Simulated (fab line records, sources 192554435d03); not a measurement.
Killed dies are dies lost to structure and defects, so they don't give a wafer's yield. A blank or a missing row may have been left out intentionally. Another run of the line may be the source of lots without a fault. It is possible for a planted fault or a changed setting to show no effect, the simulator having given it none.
3 desks looking at one fault || flow n5_finfet || what lay behind the numbers comes last; until then each desk has only its own

== AT THE TOOL OWNER'S DESK: rie_diel-03 ==
The tool's own readings at N5_BEOL_M0_SAQP_ETCH_84 (etches SOC in N2/H2, target depth 100 nm, overetch 20 nm, time 150 s): means of the sampled wafers that have a number, for each lot that ran on this tool. The brackets show how far a lot's mean lies from the usual mean; more than 4 standard deviations puts the lot out of limits, marked OUT.
Columns: A = drypump_motor_current_A at N5_BEOL_M0_SAQP_ETCH_84, usual 5.9 A; B = h2_flow_sccm at N5_BEOL_M0_SAQP_ETCH_84, usual 200.0 sccm; C = oes_product_au at N5_BEOL_M0_SAQP_ETCH_84, usual 0.68 a.u.; D = rf_vpp_V at N5_BEOL_M0_SAQP_ETCH_84, usual 524.5 V; E = run_length_s at N5_BEOL_M0_SAQP_ETCH_84, usual 173.5 s; F = showerhead_plenum_p_Torr at N5_BEOL_M0_SAQP_ETCH_84, usual 2.57 Torr; G = throttle_valve_pct at N5_BEOL_M0_SAQP_ETCH_84, usual 17.91 %
{"lot": "L367", "first seen here": "day 6 11:44", "A": 6.3, "B": 199.6, "C": 0.63, "D": 525.6, "E": 173.4, "F": 2.62, "G": 17.92}
{"lot": "L369", "first seen here": "day 7 04:19", "A": 6.2, "B": 199.9, "C": 0.63, "D": 525.9, "E": 173.3, "F": 2.62, "G": 18.08}
{"lot": "L371", "first seen here": "day 7 10:46", "A": 5.9, "B": 200.1, "C": 0.63, "D": 526.7, "E": 173.9, "F": 2.63, "G": 18.07}
{"lot": "L378", "first seen here": "day 9 08:56", "A": 5.8, "B": 200.1, "C": 0.59, "D": 526.6, "E": "191.6 (+43) OUT", "F": 2.64, "G": 18.02}
{"lot": "L382", "first seen here": "day 10 06:04", "A": 6.0, "B": 199.8, "C": 0.70, "D": 523.8, "E": "208.9 (+84) OUT", "F": 2.53, "G": 17.45}
{"lot": "L384", "first seen here": "day 10 14:20", "A": 6.0, "B": 199.7, "C": 0.64, "D": 525.6, "E": "196.9 (+56) OUT", "F": 2.62, "G": 17.82}
Finding of this desk: L378, L382, L384 out of limits; the first was L378 at day 9 08:56, on run_length_s at N5_BEOL_M0_SAQP_ETCH_84. L367, L369, L371 stayed within limits.

== THE DEFECT DESK ==
Inspection counts along the route, by lot: the mean over sampled wafers that carry a number. The brackets show how far a lot's mean lies from the usual mean; more than 4 standard deviations puts the lot out of limits, marked OUT.
Columns: A = raw_defect_count at N5_BEOL_M0_SAQP_INSPECT_16, usual 443
{"lot": "L367", "first seen here": "day 6 11:25", "A": 446}
{"lot": "L369", "first seen here": "day 7 04:07", "A": 269}
{"lot": "L371", "first seen here": "day 7 10:32", "A": 371}
{"lot": "L378", "first seen here": "day 9 08:42", "A": 413}
{"lot": "L382", "first seen here": "day 10 05:57", "A": 526}
{"lot": "L384", "first seen here": "day 10 13:57", "A": 491}
{"lot": "L385", "first seen here": "day 11 01:20", "A": 349}
This desk's finding: nothing out of limits on any of the 7 lots.

== AT THE METROLOGY DESK ==
Lot by lot, what the gauges showed, no matter which tool ran the lot: averages of those sampled wafers that carry a number. The brackets show how far a lot's mean lies from the usual mean; more than 4 standard deviations puts the lot out of limits, marked OUT. Of its 12 readings 7 are shown: those that lie furthest out on some lot.
Columns: A = M0_CORE_OVL at N5_BEOL_M0_SAQP_OVL_MEAS_15, usual 0.7 nm; B = DIBL_N at N5_BEOL_M4_RC_MEAS_101, usual 36.3 mV/V; C = IOFF_P at N5_BEOL_M4_RC_MEAS_101, usual 0.22 nA/um; D = ION_N at N5_BEOL_M4_RC_MEAS_101, usual 677 uA/um; E = ION_P at N5_BEOL_M4_RC_MEAS_101, usual 466 uA/um; F = VT_N at N5_BEOL_M4_RC_MEAS_101, usual 249 mV; G = VT_P at N5_BEOL_M4_RC_MEAS_101, usual -248.9 mV
{"lot": "L367", "first seen here": "day 6 11:22", "A": 0.5, "B": 36.3, "C": 0.22, "D": 694, "E": 474, "F": 250, "G": -247.2}
{"lot": "L369", "first seen here": "day 7 04:04", "A": 0.8, "B": 36.7, "C": 0.21, "D": 672, "E": 463, "F": 250, "G": -249.8}
{"lot": "L371", "first seen here": "day 7 10:28", "A": 0.8, "B": 36.7, "C": 0.19, "D": 672, "E": 462, "F": 251, "G": -254.2}
{"lot": "L378", "first seen here": "day 9 08:39", "A": -0.5, "B": 35.8, "C": 0.23, "D": 690, "E": 468, "F": 246, "G": -248.8}
{"lot": "L382", "first seen here": "day 10 05:54", "A": 2.6, "B": 35.3, "C": 0.17, "D": 650, "E": 452, "F": 254, "G": -253.8}
{"lot": "L384", "first seen here": "day 10 13:54", "A": -0.1, "B": 34.0, "C": 0.18, "D": 669, "E": 464, "F": 253, "G": -251.1}
{"lot": "L385", "first seen here": "day 11 01:17", "A": 0.7, "B": 35.4, "C": 0.23, "D": 683, "E": 476, "F": 250, "G": -248.0}
This desk's finding: nothing out of limits on any of the 7 lots.

== BROUGHT TOGETHER ==
The tool owner's desk had the chance to raise an alarm at day 9 08:56 on L378, L382, L384.
Nothing the defect desk looked at was out of limits.
Metrology desk: nothing out of limits seen.
The defect desk has L378, L382, L384 on record, within its limits.
The metrology desk holds a record of L378, L382, L384, inside its limits.
Of the lots named, all ran N5_BEOL_M0_SAQP_ETCH_84 on rie_diel-03.

== WHAT THE SIMULATOR HAD INSERTED ==
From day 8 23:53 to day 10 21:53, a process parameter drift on rie_diel-03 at N5_BEOL_M0_SAQP_ETCH_84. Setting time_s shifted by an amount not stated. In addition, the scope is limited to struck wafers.
Struck lots among those shown: L378, L382, L384.
Each desk's first reading out of limits, in hours after the fault started: the tool owner's desk, 9.
